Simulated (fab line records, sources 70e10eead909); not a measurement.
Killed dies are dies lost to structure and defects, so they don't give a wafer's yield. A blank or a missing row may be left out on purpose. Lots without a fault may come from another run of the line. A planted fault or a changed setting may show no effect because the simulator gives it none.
Chamber matching | flow nand_harc | NHARC_P_STI_CMP_21 on cmp-01: 4 sister chambers
The step polishes, t overpolish 20 s, target thk 380.67 nm. 14 wafers are shown with their chamber, then 7 later ones without.

WAFERS WITH THEIR CHAMBER
wafer  | chamber | motor_current_A (A) | overpolish_run_s (s)
L078.1 | 0       | 11.6                | 20.006
L078.5 | 0       | 12.4                | 19.998
L078.6 | 1       | 11.8                | 20.014
L080.1 | 1       | 12.2                | 20.013
L080.3 | 3       | 13.1                | 20.006
L080.5 | 1       | 11.6                | 20.008
L082.1 | 2       | 12.7                | 19.990
L082.4 | 1       | 12.2                | 20.003
L082.6 | 3       | 13.5                | 19.991
L085.1 | 1       | 12.0                | 20.016
L085.2 | 0       | 12.3                | 20.001
L085.3 | 2       | 13.1                | 20.012
L089.1 | 3       | 13.0                | 20.007
L089.4 | 0       | 12.0                | 20.007

SIGNATURES (means of the wafers above)
reading          | chamber 0 | chamber 1 | chamber 2 | chamber 3 | scatter within a chamber
motor_current_A  | 12.075    | 11.960    | 12.900    | 13.200    | 0.297
overpolish_run_s | 20.00300  | 20.01080  | 20.00100  | 20.00133  | 0.00753
Rule: a wafer's distance from a chamber is the root of the sum, over the readings, of the square of ((its reading less the chamber's mean) divided by the reading's scatter). The wafer belongs to the nearest chamber; if the next one is less than 2 further off, it can't be placed. The scatter: the root of (the sum of the squares of (reading less its chamber's mean) over the shown wafers, divided by (wafers less chambers)).

WAFERS WITHOUT THEIR CHAMBER
wafer  | motor_current_A (A) | overpolish_run_s (s)
L089.6 | 11.7                | 20.000
L095.1 | 11.7                | 19.989
L095.3 | 11.9                | 20.008
L095.6 | 12.1                | 20.001
L097.3 | 12.1                | 20.016
L097.4 | 13.2                | 20.003
L097.6 | 12.6                | 20.001

WHICH CHAMBER EACH WENT THROUGH
wafer  | from the rows above               | in truth
L089.6 | can't be placed: 0 or 1           | 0
L095.1 | can't be placed: 0 or 1           | 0
L095.3 | can't be placed: 1 or 0           | 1
L095.6 | can't be placed: 0 or 1           | 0
L097.3 | can't be placed: 1 or 0           | 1
L097.4 | can't be placed: 3 or 2           | 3
L097.6 | can't be placed: 2 or 0 or 3 or 1 | 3
Placed correctly: 0 of 7. Can't be placed from these rows: 7 (the true chamber is among the candidates in 7). Placed wrongly: 0.
